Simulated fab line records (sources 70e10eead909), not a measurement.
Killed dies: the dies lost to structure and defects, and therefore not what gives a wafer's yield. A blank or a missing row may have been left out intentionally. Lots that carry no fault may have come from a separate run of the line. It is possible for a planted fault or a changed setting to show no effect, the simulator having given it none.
Chamber matching	flow nand_harc	rie_diel-11 running NHARC_A_STAIRCASE_ETCH_271: 4 sister chambers
The step etches the open film in CF4/CHF3. 8 wafers are shown with their chamber, then 9 later ones without.

WAFERS WITH THEIR CHAMBER
wafer	chamber	showerhead_plenum_p_Torr (Torr)	rf_vpp_V (V)
L080.4	3	1.49	367.5
L084.6	3	1.48	367.5
L086.3	0	1.54	372.0
L086.5	2	1.70	374.7
L086.6	1	1.61	371.7
L088.2	0	1.54	368.7
L088.3	1	1.61	370.5
L088.6	2	1.69	373.7

WAFERS MISSING THEIR CHAMBER
wafer	showerhead_plenum_p_Torr (Torr)	rf_vpp_V (V)
L091.2	1.61	370.0
L091.4	1.69	375.5
L091.5	1.54	370.0
L092.1	1.48	368.6
L092.3	1.54	369.0
L092.5	1.54	370.2
L097.1	1.68	373.8
L097.3	1.60	371.5
L097.4	1.53	370.2

CHAMBER TAKEN BY EACH
wafer	from the rows above	in truth
L091.2	1	1
L091.4	2	2
L091.5	0	0
L092.1	3	3
L092.3	0	0
L092.5	0	0
L097.1	2	2
L097.3	1	1
L097.4	0	0
9 of 9 placed correctly. Left unplaced by these rows: 0. Placed wrongly: 0.
How it was worked out, from the rows above alone: a wafer's distance from a chamber is the root of the sum, over the readings, of the square of ((its reading less the chamber's mean) divided by the reading's scatter). If the next closest chamber is less than 2 further off than the closest, the wafer can't be placed; otherwise it belongs to the closest. For every chamber, the mean is computed from those of its wafers that are shown. The scatter: take each reading less its chamber's mean, square it, sum over the shown wafers, divide by the number of wafers less the number of chambers, and take the root.
